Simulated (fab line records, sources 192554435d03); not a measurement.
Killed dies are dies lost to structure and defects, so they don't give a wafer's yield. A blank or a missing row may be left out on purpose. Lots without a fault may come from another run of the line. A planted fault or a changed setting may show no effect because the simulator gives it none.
Chamber matching | flow n5_finfet | N5_MOL_CONTACT_COAG_ETCH_15 on rie_diel-02: 4 sister chambers
The step etches SiNx in CH3F/O2, stops on Si:P, target depth 7 nm. 8 wafers are shown with their chamber, then 8 later ones without.

WAFERS WITH THEIR CHAMBER
wafer  | chamber | drypump_motor_current_A (A) | oes_ar_750_au (a.u.)
L074.4 | 2       | 5.4                         | 0.74
L083.2 | 0       | 5.2                         | 0.92
L083.4 | 2       | 5.4                         | 0.72
L083.5 | 3       | 5.8                         | 0.75
L081.2 | 1       | 5.7                         | 0.71
L081.4 | 3       | 5.8                         | 0.75
L081.6 | 1       | 5.6                         | 0.71
L085.2 | 0       | 5.2                         | 0.92

WAFERS WITHOUT THEIR CHAMBER
wafer  | drypump_motor_current_A (A) | oes_ar_750_au (a.u.)
L085.4 | 5.9                         | 0.75
L085.6 | 5.7                         | 0.71
L088.1 | 5.4                         | 0.72
L088.2 | 5.6                         | 0.71
L088.6 | 5.9                         | 0.74
L091.1 | 5.7                         | 0.70
L091.5 | 5.4                         | 0.71
L091.6 | 5.6                         | 0.70

WHICH CHAMBER EACH WENT THROUGH
wafer  | from the rows above | in truth
L085.4 | 3                   | 3
L085.6 | 1                   | 1
L088.1 | 2                   | 2
L088.2 | 1                   | 1
L088.6 | 3                   | 3
L091.1 | 1                   | 1
L091.5 | 2                   | 2
L091.6 | 1                   | 1
Placed correctly: 8 of 8. Can't be placed from these rows: 0. Placed wrongly: 0.
How it was worked out, from the rows above alone: a wafer's distance from a chamber is the root of the sum, over the readings, of the square of ((its reading less the chamber's mean) divided by the reading's scatter). The wafer belongs to the nearest chamber; if the next one is less than 2 further off, it can't be placed. A chamber's mean is the mean of its shown wafers. The scatter: the root of (the sum of the squares of (reading less its chamber's mean) over the shown wafers, divided by (wafers less chambers)).
